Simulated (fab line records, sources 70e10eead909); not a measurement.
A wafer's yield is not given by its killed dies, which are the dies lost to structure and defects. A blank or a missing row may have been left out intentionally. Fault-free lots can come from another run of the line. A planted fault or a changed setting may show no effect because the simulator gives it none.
Chamber matching || flow nand harc || rie diel-02 running NHARC_A_STAIRCASE_TRIM_187: 4 sister chambers
The step chemistry O2, time 211.2 s. 4 wafers are shown with their chamber, then 9 later ones without.

WAFERS PAIRED WITH THEIR CHAMBERS
{"wafer": "L087.4", "chamber": 2, "showerhead plenum p Torr (Torr)": 3.32}
{"wafer": "L089.3", "chamber": 3, "showerhead plenum p Torr (Torr)": 3.49}
{"wafer": "L089.4", "chamber": 1, "showerhead plenum p Torr (Torr)": 3.39}
{"wafer": "L089.6", "chamber": 0, "showerhead plenum p Torr (Torr)": 3.58}

WAFERS WITH NO CHAMBER GIVEN
{"wafer": "L093.2", "showerhead plenum p Torr (Torr)": 3.38}
{"wafer": "L093.4", "showerhead plenum p Torr (Torr)": 3.48}
{"wafer": "L093.5", "showerhead plenum p Torr (Torr)": 3.30}
{"wafer": "L095.4", "showerhead plenum p Torr (Torr)": 3.57}
{"wafer": "L095.5", "showerhead plenum p Torr (Torr)": 3.30}
{"wafer": "L095.6", "showerhead plenum p Torr (Torr)": 3.38}
{"wafer": "L094.2", "showerhead plenum p Torr (Torr)": 3.30}
{"wafer": "L094.4", "showerhead plenum p Torr (Torr)": 3.57}
{"wafer": "L094.5", "showerhead plenum p Torr (Torr)": 3.38}

EACH ONE'S CHAMBER
{"wafer": "L093.2", "from the rows above": 1, "in truth": 1}
{"wafer": "L093.4", "from the rows above": 3, "in truth": 3}
{"wafer": "L093.5", "from the rows above": 2, "in truth": 2}
{"wafer": "L095.4", "from the rows above": 0, "in truth": 0}
{"wafer": "L095.5", "from the rows above": 2, "in truth": 2}
{"wafer": "L095.6", "from the rows above": 1, "in truth": 1}
{"wafer": "L094.2", "from the rows above": 2, "in truth": 2}
{"wafer": "L094.4", "from the rows above": 0, "in truth": 0}
{"wafer": "L094.5", "from the rows above": 1, "in truth": 1}
Correct placement for 9 of the 9. Can't be placed from these rows: 0. Number placed wrongly: 0.
How it was worked out, from the rows above alone: a wafer's distance from a chamber is the root of the sum, over the readings, of the square of ((its reading less the chamber's mean) divided by the reading's scatter). The wafer belongs to the nearest chamber; if the next one is less than 2 further off, it can't be placed. For every chamber, the mean is computed from those of its wafers that are shown. The scatter: with one shown wafer a chamber, the root of the mean of the squares of how far each hidden wafer lies from its nearest shown one.
